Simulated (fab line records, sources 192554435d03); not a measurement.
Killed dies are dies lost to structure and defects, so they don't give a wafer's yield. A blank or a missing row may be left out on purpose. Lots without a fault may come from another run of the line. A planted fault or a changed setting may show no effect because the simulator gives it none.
fab line records | flow n5_finfet
record lots=12 wafers=33 last_day=19
route steps=1938 shown BEOL_M4@1102 BEOL_M5@1135
lots that met no fault: from a run of the same line without faults
start_h: hours from the record's first day to the start of the lot's first wafer shown | wait_h: hours since the lot's step before | " the same as in the row above | L1.1+2: a row that stands for several wafers | - no value, or no start given | * or withheld: withheld | < > ~ a bound
route shown NAME@n: a module of which the file shows steps, and the number in the route of the first | usual: mean/standard deviation of fault-free wafers | same: alike in all rows | chamber/n: place in a boat | sites: the reading at each site | _std_site: their standard deviation | _edge_site: outer sites' mean less inner sites' | radius_mm: how far each site lies from the wafer's centre | mask NAME#n: copy n | behind: the tool/chamber that last shaped the wafer | hold: why the lot was held/for how many hours/how that ended | device: the transistor (n, p or np) that didn't switch | end of line: the same wafers' tests at the end of the route | a step without rows: its recipe alone | killed: dies lost to structure and defects at the first sort, not the wafer's yield | map: a wafer's dies, x killed, . not, _ none there
set.NAME: the setting as run; set.NAME@STEP: as run at that earlier step | model.NAME: the simulator's own value behind a step, which no gauge read
steps of the route over a sample of lots; a table a step, a row a wafer
services: from which hour (start_h, from the record's first day; less than 0 if before it) a tool's chamber was out of use, for how many hours, and why
## steps
# step N5_BEOL_M4_ANNEAL_51
# recipe temp_c=225 time_s=90 ambient=N2
# usual wafer_temp_C_max=225.82/0.25
# columns lot.wafer tool chamber start_h wait_h wafer_temp_C_max
L742.2 rtp_anneal-02 0 175.15 0.1 225.88
L742.3 " 0 " " 225.99
L742.5 " 0 " " 226.04
L744.1 rtp_anneal-01 0 192.56 0.1 225.83
L744.2 " 0 " " 225.71
L744.6 " 0 " " 225.32
L745.3 rtp_anneal-01 0 196.45 0.1 225.95
L745.4 " 0 " " 225.44
L745.5 " 0 " " 225.57
L748.1 rtp_anneal-02 0 211.34 0.1 226.22
L748.6 " 0 " " 226.18
L749.4 rtp_anneal-01 0 212.48 0.3 225.56
L749.6 " 0 " " 225.26
L752.4 rtp_anneal-01 0 245.02 0.2 225.55
L752.5 " 0 " " 226.08
L752.6 " 0 " " 225.49
L754.1 rtp_anneal-02 0 246.69 0.1 225.81
L754.6 " 0 " " 225.77
L760.1 rtp_anneal-02 0 292.54 0.1 225.88
L760.3 " 0 " " 225.76
L760.4 " 0 " " 226.03
L761.1 rtp_anneal-02 0 293.01 0.1 225.71
L761.2 " 0 " " 225.95
L761.5 " 0 " " 225.79
L763.4 rtp_anneal-02 0 308.82 0.2 225.74
L763.5 " 0 " " 225.91
L763.6 " 0 " " 225.83
L764.3 rtp_anneal-01 0 313.54 0.1 225.50
L764.5 " 0 " " 225.37
L764.6 " 0 " " 225.45
L765.2 rtp_anneal-02 0 315.94 0.9 226.10
L765.3 " 0 " " 225.76
L765.5 " 0 " " 225.94
# step N5_BEOL_M4_CMP_52
# recipe stop_on=SiOC t_overpolish_s=6.8 down_force_psi=1 platen_rpm=50 clearing_platen_down_force_psi=1.5 clearing_platen_rpm=50 post_cmp_clean=cu_alkaline target_thk_nm=40 clearing_platen_pad_velocity_m_s=0.99484 pad_velocity_m_s=0.99484
# usual barrier_field_endpoint_s=24.7/0.86 motor_current_A=6.1/0.64 overpolish_run_s=6.801/0.0087 time_to_endpoint_s=63/5.3
# columns lot.wafer tool chamber start_h wait_h barrier_field_endpoint_s motor_current_A overpolish_run_s time_to_endpoint_s
L742.2 cmp-02 2 175.48 0.3 24.8 6.4 6.804 67
L742.3 " 3 " " 24.2 6.7 6.806 63
L742.5 " 1 " " 25.1 5.8 6.813 67
L744.1 cmp-03 1 192.90 0.3 23.0 5.3 6.801 51
L744.2 " 2 " " 24.8 5.7 6.788 62
L744.6 " 1 " " 23.0 5.3 6.797 50
L745.4 cmp-03 3 196.70 0.2 26.0 7.0 6.799 65
L745.3 " 1 " " 22.8 5.2 6.808 53
L745.5 " 3 " " 24.9 6.4 6.798 64
L748.1 cmp-02 1 211.77 0.4 24.4 5.9 6.794 62
L748.6 " 3 " " 24.5 6.7 6.802 61
L749.4 cmp-03 1 212.89 0.3 22.4 5.4 6.798 49
L749.6 " 2 " " 24.7 6.2 6.815 60
L752.4 cmp-03 0 245.30 0.2 24.6 5.4 6.801 63
L752.5 " 1 " " 24.0 5.2 6.800 56
L752.6 " 2 " " 24.5 6.0 6.801 64
L754.1 cmp-02 3 247.10 0.4 24.3 7.0 6.804 61
L754.6 " 0 " " 25.0 6.7 6.812 64
L760.4 cmp-02 3 292.83 0.1 25.7 6.4 6.815 67
L760.1 " 1 " " 25.4 5.8 6.811 65
L760.3 " 2 " " 24.3 6.5 6.794 66
L761.1 cmp-03 1 293.36 0.3 22.9 5.3 6.796 51
L761.2 " 2 " " 24.1 6.1 6.793 63
L761.5 " 1 " " 23.1 5.4 6.804 53
L763.4 cmp-03 0 309.06 0.2 24.8 5.4 6.800 63
L763.5 " 2 " " 25.0 6.1 6.804 64
L763.6 " 3 " " 25.4 6.9 6.793 70
L764.3 cmp-01 3 313.84 0.3 23.5 5.3 6.801 55
L764.6 " 1 " " 23.2 7.0 6.786 59
L764.5 " 2 " " 26.1 6.9 6.796 66
L765.2 cmp-03 2 316.23 0.2 23.1 6.1 6.788 60
L765.3 " 3 " " 24.7 7.1 6.805 64
L765.5 " 1 " " 23.6 5.1 6.810 53
# step N5_BEOL_M5_STRIP_64
# recipe chemistry=CF4 resist=SiARC power_w=300 bias_power_w=75 pressure_mtorr=50 cf4_flow_sccm=150 rf_frequency_hz=6e+07
# usual drypump_motor_current_A=5.76/0.29 oes_product_au=0.78/0.075 rf_fwd_power_W=292.6/0.9 rf_vpp_V=270.5/1.6 showerhead_plenum_p_Torr=1.77/0.06 throttle_valve_pct=13.63/0.21
# columns lot.wafer tool chamber start_h wait_h drypump_motor_current_A oes_product_au rf_fwd_power_W rf_hours_counter_h rf_vpp_V showerhead_plenum_p_Torr throttle_valve_pct
L742.2 rie_diel-06 0 180.58 0.0 5.56 0.87 293.3 36 270.0 1.76 13.25
L742.3 " 1 " " 5.65 0.75 292.1 166 268.9 1.75 13.74
L742.5 " 0 " " 5.57 0.88 292.8 - 270.7 1.76 13.26
L744.1 rie_diel-06 1 199.00 0.0 5.67 0.75 294.0 172 268.1 1.74 13.74
L744.2 " 3 " " 5.85 0.76 292.5 141 270.5 1.73 13.58
L744.6 " 1 " " 5.67 0.75 292.8 - 270.4 1.74 13.76
L745.3 rie_diel-05 3 199.87 0.0 5.94 0.81 292.6 74 272.4 1.83 13.72
L745.4 " 1 " " 5.76 0.74 292.5 165 272.4 1.89 13.70
L745.5 " 3 " " 5.94 0.82 294.2 - 271.1 1.83 13.71
L748.1 rie_diel-06 2 216.21 0.0 5.34 0.96 293.0 2 273.0 1.92 13.39
L748.6 " 1 " " 5.63 0.74 293.6 - 270.9 1.74 13.74
L749.4 rie_diel-03 0 216.49 0.0 6.37 0.89 293.5 - 271.4 1.75 13.32
L749.6 " 1 " " 5.94 0.76 291.4 - 271.7 1.82 13.74
L752.4 rie_diel-03 2 248.49 0.0 6.01 0.68 291.6 223 270.0 1.70 13.64
L752.5 " 2 " " 6.08 0.67 292.5 - 269.1 1.70 13.60
L752.6 " 1 " " 5.93 0.74 293.2 - 270.7 1.81 13.77
L754.1 rie_diel-03 0 251.17 0.0 6.39 0.87 293.4 32 270.6 1.75 13.35
L754.6 " 1 " " 5.95 0.74 292.3 - 272.0 1.81 13.77
L760.1 rie_diel-06 3 296.12 0.0 5.88 0.73 292.4 169 269.5 1.73 13.61
L760.3 " 1 " " 5.64 0.72 292.5 205 268.9 1.73 13.81
L760.4 " 2 " " 5.33 0.89 292.2 24 273.4 1.91 13.45
L761.1 rie_diel-03 0 296.54 0.0 6.44 0.85 293.0 47 270.7 1.74 13.38
L761.2 " 1 " " 5.93 0.73 292.7 177 270.1 1.81 13.79
L761.5 " 2 " " 6.09 0.66 293.0 - 268.3 1.69 13.64
L763.4 rie_diel-06 2 312.09 0.0 5.34 0.89 292.3 29 274.5 1.91 13.44
L763.5 " 0 " " 5.57 0.82 292.6 - 272.6 1.75 13.37
L763.6 " 3 " " 5.86 0.73 290.3 - 270.7 1.72 13.63
L764.3 rie_diel-03 2 318.87 0.0 6.01 0.66 291.7 246 268.6 1.69 13.66
L764.5 " 0 " " 6.40 0.83 293.4 - 270.4 1.74 13.41
L764.6 " 3 " " 5.71 0.73 292.4 - 269.3 1.73 14.01
L765.2 rie_diel-06 3 319.74 0.0 5.86 0.73 292.1 176 268.4 1.72 13.64
L765.3 " 2 " " 5.31 0.88 293.2 31 272.7 1.91 13.46
L765.5 " 3 " " 5.86 0.73 292.2 - 270.4 1.72 13.62
# step N5_BEOL_M5_COAT_74
# recipe resist=underlayer temp_c=205 time_s=60 spin_rpm=1500 resist_thk_nm=5
# usual heater_power_total_W=391.7/1.3 plate_temp_C=205.00/0.15
# columns lot.wafer tool chamber start_h wait_h heater_power_total_W plate_temp_C
L742.2 litho_track-05 0 180.93 - 391.1 205.03
L742.3 " 0 " " 390.2 205.14
L742.5 " 0 " " 390.2 205.24
L744.1 litho_track-04 0 200.45 - 389.8 204.80
L744.2 " 0 " " 390.0 205.10
L744.6 " 0 " " 391.0 205.29
L745.3 litho_track-05 0 200.45 - 392.8 204.91
L745.4 " 0 " " 392.9 205.12
L745.5 " 0 " " 390.6 204.92
L748.1 litho_track-01 0 216.48 - 392.8 205.24
L748.6 " 0 " " 390.3 204.93
L749.4 litho_track-04 0 216.76 - 390.0 205.20
L749.6 " 0 " " 391.0 204.75
L752.4 litho_track-05 0 249.33 - 387.7 203.07
L752.5 " 0 " " 386.9 202.99
L752.6 " 0 " " 384.8 203.00
L754.1 litho_track-01 0 251.77 - 391.2 204.99
L754.6 " 0 " " 390.5 205.23
L761.1 litho_track-01 0 296.95 - 393.8 204.85
L761.2 " 0 " " 389.8 204.81
L761.5 " 0 " " 393.3 204.66
L760.1 litho_track-04 0 296.95 - 391.4 205.03
L760.3 " 0 " " 391.2 204.95
L760.4 " 0 " " 392.0 205.05
L763.4 litho_track-01 0 312.71 - 393.3 205.08
L763.5 " 0 " " 394.0 205.06
L763.6 " 0 " " 390.8 204.74
L765.2 litho_track-01 0 322.82 - 392.9 205.06
L765.3 " 0 " " 391.7 204.87
L765.5 " 0 " " 393.0 204.91
L764.3 litho_track-04 0 322.90 - 392.8 205.05
L764.5 " 0 " " 394.0 204.81
L764.6 " 0 " " 389.6 205.11
## services
# columns tool chamber start_h hours kind
cmp-02 - 153.93 0.7 repair
rie_diel-03 1 154.43 5.8 repair
cmp-01 - 158.35 4.3 pm
rie_diel-06 3 165.87 11.5 repair
cmp-01 - 166.41 7.5 pm
rie_diel-06 2 182.28 6.3 repair
cmp-02 - 194.72 1.6 repair
cmp-01 - 196.79 4.5 repair
rie_diel-03 3 204.13 13.8 repair
cmp-03 - 209.31 0.3 repair
cmp-02 - 211.88 4.0 pm
rie_diel-06 - 216.83 4.3 pm
cmp-01 - 218.68 1.2 repair
cmp-01 - 227.42 4.0 pm
rie_diel-05 3 228.51 2.4 repair
rie_diel-06 2 235.86 5.7 repair
cmp-02 - 248.49 1.5 repair
rie_diel-05 - 249.68 4.3 pm
rtp_anneal-02 - 257.23 5.3 pm
cmp-02 - 265.06 3.1 repair
cmp-02 - 288.20 4.3 pm
cmp-03 - 294.10 1.2 repair
cmp-03 - 300.72 0.5 repair
rtp_anneal-01 - 313.72 70.9 pm
## key
first_sign step=N5_BEOL_M5_COAT_74 reading=plate_temp_C direction=down sigmas=13 usual=* struck=*
effect step=N5_BEOL_M5_COAT_74 reading=heater_power_total_W direction=down sigmas=4 usual=* struck=*
met_at N5_BEOL_M5_COAT_74
struck_lots L752
not_acting_at N5_BEOL_M4_ANNEAL_51,N5_BEOL_M4_CMP_52,N5_BEOL_M5_STRIP_64
onset_between 200.45 249.33
fault kind=process_parameter_drift tool=litho_track-05 chamber=- onset_h=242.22 steps=N5_BEOL_M5_COAT_74 channel=temp_c offset=* shape=step acts_in=* stated=*
